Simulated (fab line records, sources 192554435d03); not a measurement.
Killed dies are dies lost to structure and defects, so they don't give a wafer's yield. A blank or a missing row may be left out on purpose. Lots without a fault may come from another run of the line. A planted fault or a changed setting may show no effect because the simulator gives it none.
Chamber matching | flow n5_finfet | N5_FIN_SAQP_PECVD_06 on pecvd-01: 3 sister chambers
The step deposits a-Si from SiH4/He, target thk 60 nm, time 48.1 s. 3 wafers are shown with their chamber, then 8 later ones without.

WAFERS WITH THEIR CHAMBER
wafer  | chamber | throttle_valve_pct (%)
L087.4 | 1       | 17.4
L090.3 | 2       | 18.1
L093.2 | 0       | 18.4

WAFERS WITHOUT THEIR CHAMBER
wafer  | throttle_valve_pct (%)
L093.4 | 18.2
L093.6 | 17.6
L092.1 | 17.8
L092.2 | 17.4
L092.3 | 18.0
L097.1 | 17.5
L097.3 | 17.9
L097.6 | 18.1

WHICH CHAMBER EACH WENT THROUGH
wafer  | from the rows above          | in truth
L093.4 | can't be placed: 2 or 0      | 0
L093.6 | can't be placed: 1 or 2      | 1
L092.1 | can't be placed: 2 or 1 or 0 | 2
L092.2 | 1                            | 1
L092.3 | can't be placed: 2 or 0      | 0
L097.1 | 1                            | 1
L097.3 | can't be placed: 2 or 0 or 1 | 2
L097.6 | can't be placed: 2 or 0      | 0
Placed correctly: 2 of 8. Can't be placed from these rows: 6 (the true chamber is among the candidates in 6). Placed wrongly: 0.
How it was worked out, from the rows above alone: a wafer's distance from a chamber is the root of the sum, over the readings, of the square of ((its reading less the chamber's mean) divided by the reading's scatter). The wafer belongs to the nearest chamber; if the next one is less than 2 further off, it can't be placed. A chamber's mean is the mean of its shown wafers. The scatter: with one shown wafer a chamber, the root of the mean of the squares of how far each hidden wafer lies from its nearest shown one.
